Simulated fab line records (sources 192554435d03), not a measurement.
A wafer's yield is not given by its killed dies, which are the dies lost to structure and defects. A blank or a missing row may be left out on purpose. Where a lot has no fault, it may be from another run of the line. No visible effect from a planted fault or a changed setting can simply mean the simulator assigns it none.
Chamber matching    flow n5Finfet    N5_BEOL_M1_DEP_57 on pecvd-01 has 3 sister chambers
The step deposits SiCN from 3MS/NH3, target thk 8 nm, time 14 s. 14 wafers are shown with their chamber, then 7 later ones without.

WAFERS, EACH WITH ITS CHAMBER
wafer   chamber  throttleValvePct (%)  chamberPressureTorr (Torr)  showerheadPlenumPTorr (Torr)
L080.1  1        9.2                   2.998                       3.662
L080.3  2        8.6                   2.991                       3.664
L080.5  0        9.0                   2.991                       3.662
L083.1  2        8.9                   3.011                       3.672
L083.5  1        9.0                   3.003                       3.657
L083.6  0        9.1                   3.000                       3.658
L087.2  2        8.8                   2.999                       3.670
L087.5  1        8.9                   3.000                       3.679
L087.6  0        9.1                   2.998                       3.666
L088.1  0        8.8                   3.004                       3.672
L088.4  0        9.3                   3.004                       3.667
L088.5  2        8.9                   3.006                       3.666
L089.1  1        8.8                   3.009                       3.664
L089.4  0        9.1                   2.998                       3.675

SIGNATURES, as means of the wafers listed above
reading                chamber 0  chamber 1  chamber 2  scatter within a chamber
throttleValvePct       9.067      8.975      8.800      0.16
chamberPressureTorr    2.99917    3.00250    3.00175    0.00612
showerheadPlenumPTorr  3.66667    3.66550    3.66800    0.00677
Rule: for each reading, subtract the chamber's mean from the wafer's reading, divide by that reading's scatter and square the result; add these up over the readings and take the root, which gives the wafer's distance from the chamber. The wafer belongs to the nearest chamber; if the next one is less than 2 further off, it can't be placed. The scatter is the square root of a quotient: the sum, over the shown wafers, of each reading's squared deviation from its chamber's mean, divided by wafers minus chambers.

WAFERS WHOSE CHAMBER IS MISSING
wafer   throttleValvePct (%)  chamberPressureTorr (Torr)  showerheadPlenumPTorr (Torr)
L089.6  9.2                   2.995                       3.673
L093.3  8.9                   3.004                       3.662
L093.5  9.0                   3.005                       3.664
L093.6  9.0                   3.000                       3.666
L097.2  8.9                   2.997                       3.657
L097.3  8.9                   3.000                       3.686
L097.6  8.7                   2.994                       3.661

CHAMBER TAKEN BY EACH
wafer   from the rows above           in truth
L089.6  can't be placed: 0 or 1 or 2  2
L093.3  can't be placed: 1 or 2 or 0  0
L093.5  can't be placed: 1 or 0 or 2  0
L093.6  can't be placed: 1 or 0 or 2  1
L097.2  can't be placed: 1 or 0 or 2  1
L097.3  can't be placed: 2 or 0 or 1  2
L097.6  can't be placed: 2 or 1 or 0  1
Correctly placed: 0 of 7. Can't be placed from these rows: 7 (the true chamber is among the candidates in 7). Wrongly placed: 0.
